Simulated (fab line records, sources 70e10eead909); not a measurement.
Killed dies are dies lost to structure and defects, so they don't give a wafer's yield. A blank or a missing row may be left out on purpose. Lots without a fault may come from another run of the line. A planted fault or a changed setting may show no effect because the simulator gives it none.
Chamber matching | flow nand_harc | NHARC_A_CHANNEL_FILL_D1_STRIP_28 on rie_diel-01: 4 sister chambers
The step strips in O2, time 20 s. 4 wafers are shown with their chamber, then 7 later ones without.

WAFERS WITH THEIR CHAMBER
wafer  | chamber | drypump_motor_current_A (A)
L975.6 | 0       | 5.3
L976.2 | 1       | 6.1
L980.4 | 2       | 5.9
L980.5 | 3       | 5.8

WAFERS WITHOUT THEIR CHAMBER
wafer  | drypump_motor_current_A (A)
L980.6 | 5.9
L982.1 | 5.3
L982.2 | 5.9
L982.3 | 5.7
L983.3 | 5.9
L983.4 | 5.3
L983.6 | 5.9

WHICH CHAMBER EACH WENT THROUGH
wafer  | from the rows above | in truth
L980.6 | 2                   | 2
L982.1 | 0                   | 0
L982.2 | 2                   | 2
L982.3 | 3                   | 3
L983.3 | 2                   | 2
L983.4 | 0                   | 0
L983.6 | 2                   | 2
Placed correctly: 7 of 7. Can't be placed from these rows: 0. Placed wrongly: 0.
How it was worked out, from the rows above alone: a wafer's distance from a chamber is the root of the sum, over the readings, of the square of ((its reading less the chamber's mean) divided by the reading's scatter). The wafer belongs to the nearest chamber; if the next one is less than 2 further off, it can't be placed. A chamber's mean is the mean of its shown wafers. The scatter: with one shown wafer a chamber, the root of the mean of the squares of how far each hidden wafer lies from its nearest shown one.
